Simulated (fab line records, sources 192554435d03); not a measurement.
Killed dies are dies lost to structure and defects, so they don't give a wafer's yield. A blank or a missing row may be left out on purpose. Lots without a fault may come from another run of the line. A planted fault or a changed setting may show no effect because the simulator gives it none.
Which tool did it? | flow n5_finfet | 12 lots, 36 wafers sampled, at 4 steps of a route of 1938

WHAT THE GAUGES READ, wafer by wafer
The record holds no reading of a measuring or inspecting step that can be judged against a usual standard deviation.

WHICH TOOL RAN EACH LOT (tool, then ch and the chambers of the sampled wafers, then the start)
lot  | N5_BEOL_M5_ANNEAL_49         | N5_BEOL_M5_ANNEAL_82         | N5_BEOL_M5_SPUTTER_88        | N5_BEOL_M5_CO_CAP_78
L703 | pvd_sputter-03, day 9 01:13  | pvd_sputter-03, day 9 02:18  | pvd_sputter-03, day 9 04:24  | cvd_co-02 ch 0,2, day 9 06:37
L706 | pvd_sputter-02, day 9 08:24  | pvd_sputter-02, day 9 09:29  | pvd_sputter-02, day 9 11:35  | cvd_co-01 ch 0,2, day 9 15:41
L705 | pvd_sputter-01, day 9 10:23  | pvd_sputter-01, day 9 11:28  | pvd_sputter-01, day 9 13:34  | cvd_co-01 ch 1,2, day 9 15:48
L708 | pvd_sputter-01, day 9 16:25  | pvd_sputter-01, day 9 17:30  | pvd_sputter-01, day 9 19:35  | cvd_co-02 ch 0,1, day 9 21:33
L709 | pvd_sputter-03, day 10 18:17 | pvd_sputter-03, day 10 19:22 | pvd_sputter-03, day 10 21:28 | cvd_co-02 ch 0,1,2, day 10 23:25
L711 | pvd_sputter-03, day 11 21:40 | pvd_sputter-03, day 11 22:45 | pvd_sputter-03, day 12 00:50 | cvd_co-01 ch 0,1, day 12 02:48
L722 | pvd_sputter-02, day 15 00:30 | pvd_sputter-02, day 15 01:35 | pvd_sputter-02, day 15 03:41 | cvd_co-01 ch 0,1, day 15 05:38
L721 | pvd_sputter-01, day 15 03:39 | pvd_sputter-01, day 15 04:44 | pvd_sputter-01, day 15 06:50 | cvd_co-01 ch 0,2, day 15 08:47
L720 | pvd_sputter-02, day 15 06:35 | pvd_sputter-02, day 15 07:40 | pvd_sputter-02, day 15 09:46 | cvd_co-02 ch 0,2, day 15 11:44
L723 | pvd_sputter-03, day 15 07:13 | pvd_sputter-03, day 15 08:18 | pvd_sputter-03, day 15 10:24 | cvd_co-02 ch 0,2, day 15 12:51
L726 | pvd_sputter-03, day 15 21:22 | pvd_sputter-03, day 15 22:26 | pvd_sputter-03, day 16 00:32 | cvd_co-02 ch 0,1,2, day 16 02:30
L724 | pvd_sputter-01, day 15 21:55 | pvd_sputter-01, day 15 23:01 | pvd_sputter-01, day 16 01:06 | cvd_co-02 ch 0,1,2, day 16 03:07
- N5_BEOL_M5_ANNEAL_49: time 1800 s.
- N5_BEOL_M5_ANNEAL_82: time 1800 s.
- N5_BEOL_M5_SPUTTER_88: material Cu, target thk 15 nm, time 27.62 s.
- N5_BEOL_M5_CO_CAP_78: material Co, precursor CCTBA/H2, target thk 2 nm, time 102.1 s.

WHAT THE TOOLS THEMSELVES READ (means of the sampled wafers that have a number; where no wafer has one, the mark that the record gives instead)
N5_BEOL_M5_ANNEAL_49.
lot  | tool           | heater_power_w (W) | susceptor_temp_C_max
L703 | pvd_sputter-03 | 920                | 400.8
L706 | pvd_sputter-02 | 921                | 400.7
L705 | pvd_sputter-01 | 877                | 401.3
L708 | pvd_sputter-01 | 850                | 401.2
L709 | pvd_sputter-03 | 940                | 400.7
L711 | pvd_sputter-03 | 796                | 400.6
L722 | pvd_sputter-02 | 1014               | 400.7
L721 | pvd_sputter-01 | 775                | 401.0
L720 | pvd_sputter-02 | 951                | 400.9
L723 | pvd_sputter-03 | 871                | 400.5
L726 | pvd_sputter-03 | 855                | 400.8
L724 | pvd_sputter-01 | 815                | 401.2

N5_BEOL_M5_ANNEAL_82.
lot  | tool           | heater_power_w (W) | susceptor_temp_C_max
L703 | pvd_sputter-03 | 934                | 400.6
L706 | pvd_sputter-02 | 918                | 400.7
L705 | pvd_sputter-01 | 864                | 401.0
L708 | pvd_sputter-01 | 853                | 401.1
L709 | pvd_sputter-03 | 933                | 400.9
L711 | pvd_sputter-03 | 800                | 400.8
L722 | pvd_sputter-02 | 993                | 400.5
L721 | pvd_sputter-01 | 771                | 401.0
L720 | pvd_sputter-02 | 949                | 400.8
L723 | pvd_sputter-03 | 871                | 401.0
L726 | pvd_sputter-03 | 854                | 401.3
L724 | pvd_sputter-01 | 808                | 401.2

N5_BEOL_M5_SPUTTER_88.
lot  | tool           | throttle_valve_pct (%)
L703 | pvd_sputter-03 | 30.6
L706 | pvd_sputter-02 | 30.7
L705 | pvd_sputter-01 | 29.7
L708 | pvd_sputter-01 | 29.3
L709 | pvd_sputter-03 | 30.4
L711 | pvd_sputter-03 | 30.0
L722 | pvd_sputter-02 | 29.6
L721 | pvd_sputter-01 | 28.5
L720 | pvd_sputter-02 | 30.7
L723 | pvd_sputter-03 | 30.7
L726 | pvd_sputter-03 | 29.7
L724 | pvd_sputter-01 | 29.2

N5_BEOL_M5_CO_CAP_78.
lot  | tool      | chamber_pressure_Torr (Torr) | heater_power_outer_w (W) | heater_power_w (W)
L703 | cvd_co-02 | 30.01                        | 114                      | 212
L706 | cvd_co-01 | 29.97                        | 131                      | 232
L705 | cvd_co-01 | 30.00                        | 109                      | 189
L708 | cvd_co-02 | 30.05                        | 129                      | 237
L709 | cvd_co-02 | 29.92                        | 124                      | 229
L711 | cvd_co-01 | 29.99                        | 145                      | 266
L722 | cvd_co-01 | 30.03                        | 144                      | 269
L721 | cvd_co-01 | -                            | -                        | -
L720 | cvd_co-02 | -                            | -                        | -
L723 | cvd_co-02 | 30.03                        | 120                      | 216
L726 | cvd_co-02 | 30.00                        | 123                      | 229
L724 | cvd_co-02 | 29.95                        | 123                      | 231

THE ANSWER, worked out from the rows above alone
Rule: what is usual is taken from the lots themselves. Put in order of their means at a reading, lots are off if they are a third of the lots or fewer, leave a main group of 4 or more, and stand apart from it by a gap of 3 or more times the standard deviation of the main group's means; of several such gaps the widest counts. A main group whose means are all the same, to the digits that the tables above print for the reading, isn't used. A lot without any number at a reading at which 4 lots or more have one is off too. The other lots that the step has rows for count as sound. The gauges are gone through in route order, then the tools' own readings, and for those a lot's mean is taken as printed above. The first step at which some lot is off is used, and at that step the reading that is off furthest; a lot without a number counts as furthest.
Off: L721, L720, at N5_BEOL_M5_CO_CAP_78 (chamber_pressure_Torr). Without a number there: L721, L720. The main group: mean 30.00 Torr, standard deviation 0.037.
A tool fits if, at that step or a process step before it, it ran every lot that is off, and no sound lot after the first of them. None of those tried fits.

WHAT THE SIMULATOR HAD PUT IN
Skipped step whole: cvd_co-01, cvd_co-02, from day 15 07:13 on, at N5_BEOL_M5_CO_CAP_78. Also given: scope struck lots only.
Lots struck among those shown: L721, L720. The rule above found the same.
